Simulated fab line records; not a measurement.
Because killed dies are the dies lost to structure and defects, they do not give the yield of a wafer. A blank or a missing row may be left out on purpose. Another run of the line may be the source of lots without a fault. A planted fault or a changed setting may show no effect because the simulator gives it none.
Lot-split experiment    flow n5Finfet    39 wafers read from 7 lots, route of 1938 steps

== ON THE SPLIT ==
At N5_DUMMY_GATE_ETCH_31 (etches SiO2 in C4F6/O2, target depth 82.5 nm, time 27.5 s), the setting targetDepthA was moved away from the recipe's 825 angstrom on 12 of the 39 wafers read, by -10.8% to +9.2%. The other wafers ran this setting at the recipe's value.

Reading taken at the split's own step.

== THE READING ==
etch.depthNm (the simulator's own value, which no gauge read), in nm, at N5_DUMMY_GATE_ETCH_31 (etches SiO2 in C4F6/O2, target depth 82.5 nm, time 27.5 s). No usual value for it is given in the file. Average 81.25 nm, standard deviation 1.6 nm, over the 27 wafers here run with the recipe.

wafer   tool, chamber at the split  targetDepthA as run, angstrom  against the recipe  etch.depthNm, nm  against lot-mates on the recipe
L079.1  rieDiel-04, 2               797.2                          -3.4%               79.19             -2.80
L079.2  rieDiel-04, 3               797.2                          -3.4%               78.64             -3.35
L079.3  rieDiel-04, 1               825                            recipe              82.12             -
L079.4  rieDiel-04, 1               825                            recipe              82.41             -
L079.5  rieDiel-04, 3               825                            recipe              81.44             -
L079.6  rieDiel-04, 2               797.2                          -3.4%               77.97             -4.02
L080.1  rieDiel-05, 2               825                            recipe              80.51             -
L080.2  rieDiel-05, 3               825                            recipe              80.7              -
L080.3  rieDiel-05, 0               825                            recipe              81.48             -
L080.4  rieDiel-05, 1               825                            recipe              80.81             -
L080.5  rieDiel-05, 0               825                            recipe              81.37             -
L080.6  rieDiel-05, 3               825                            recipe              81.51             -
L081.1  rieDiel-05, 3               736.3                          -10.8%              73.03             -8.48
L081.2  rieDiel-05, 1               825                            recipe              81.41             -
L081.3  rieDiel-05, 2               825                            recipe              80.94             -
L081.4  rieDiel-05, 0               736.3                          -10.8%              74.26             -7.25
L081.5  rieDiel-05, 3               825                            recipe              82.18             -
L081.6  rieDiel-05, 2               736.3                          -10.8%              71.62             -9.89
L086.1  rieDiel-05, 1               825                            recipe              80.51             -
L086.2  rieDiel-05, 0               901.3                          +9.2%               90.21             +9.34
L086.3  rieDiel-05, 3               825                            recipe              80.82             -
L086.4  rieDiel-05, 2               901.3                          +9.2%               87.56             +6.69
L086.5  rieDiel-05, 3               825                            recipe              81.29             -
L086.6  rieDiel-05, 0               901.3                          +9.2%               89.68             +8.81
L087.1  rieDiel-03, 2               825                            recipe              83.64             -
L087.2  rieDiel-03, 3               825                            recipe              77.11             -
L087.3  rieDiel-03, 1               825                            recipe              81.21             -
L087.4  rieDiel-03, 3               825                            recipe              76.32             -
L087.5  rieDiel-03, 1               825                            recipe              81.11             -
L087.6  rieDiel-03, 2               825                            recipe              83.53             -
L090.1  rieDiel-03, 1               825                            recipe              81.48             -
L090.3  rieDiel-03, 2               825                            recipe              82.61             -
L090.6  rieDiel-03, 0               825                            recipe              83.52             -
L095.1  rieDiel-04, 1               825                            recipe              81.67             -
L095.2  rieDiel-04, 2               760.5                          -7.8%               75.67             -5.60
L095.3  rieDiel-04, 0               760.5                          -7.8%               77.48             -3.79
L095.4  rieDiel-04, 3               760.5                          -7.8%               73.51             -7.76
L095.5  rieDiel-04, 2               825                            recipe              81.5              -
L095.6  rieDiel-04, 1               825                            recipe              80.63             -

THE FIT
A straight line over all 39 wafers: etch.depthNm changes by +0.793 nm for each +1% of targetDepthA; r = +0.93; the points scatter about the line by 1.5 nm.
The same after taking each lot's own level away (the mean of its wafers on the recipe; 39 wafers): +0.824 nm for each +1%; r = +0.94; scatter 1.4 nm.
Per that fit: largest targetDepthA move, reading shift of 8.9 nm.
From 80.487 to 82.537 nm: that is the span of the lots' own levels, equal to 1.3 times the standard deviation above.
So the lot-to-lot level changes the slope little: the two slopes agree.
Check: for one of the wafers moved furthest among these (-10.8%), held out of the fit, the line's prediction against its lot-mates is -8.83 nm. It came out at -8.48 nm against them.

== ADDITIONAL SPLITS CARRIED BY THESE WAFERS ==
Other splits were also applied to these wafers ahead of the reading. Each is held against what the fit with the lots' levels taken away leaves over:
other split on the same wafers  wafers away from the commonest value  r with etch.depthNm (lot level and that fit taken away)
N5_DUMMY_GATE_CVD_03 tempC      33                                    +0.02

== THE FILE'S OWN FIT ==
etch.depthNm changes by +0.82 nm for each +1% of targetDepthA, r = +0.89.
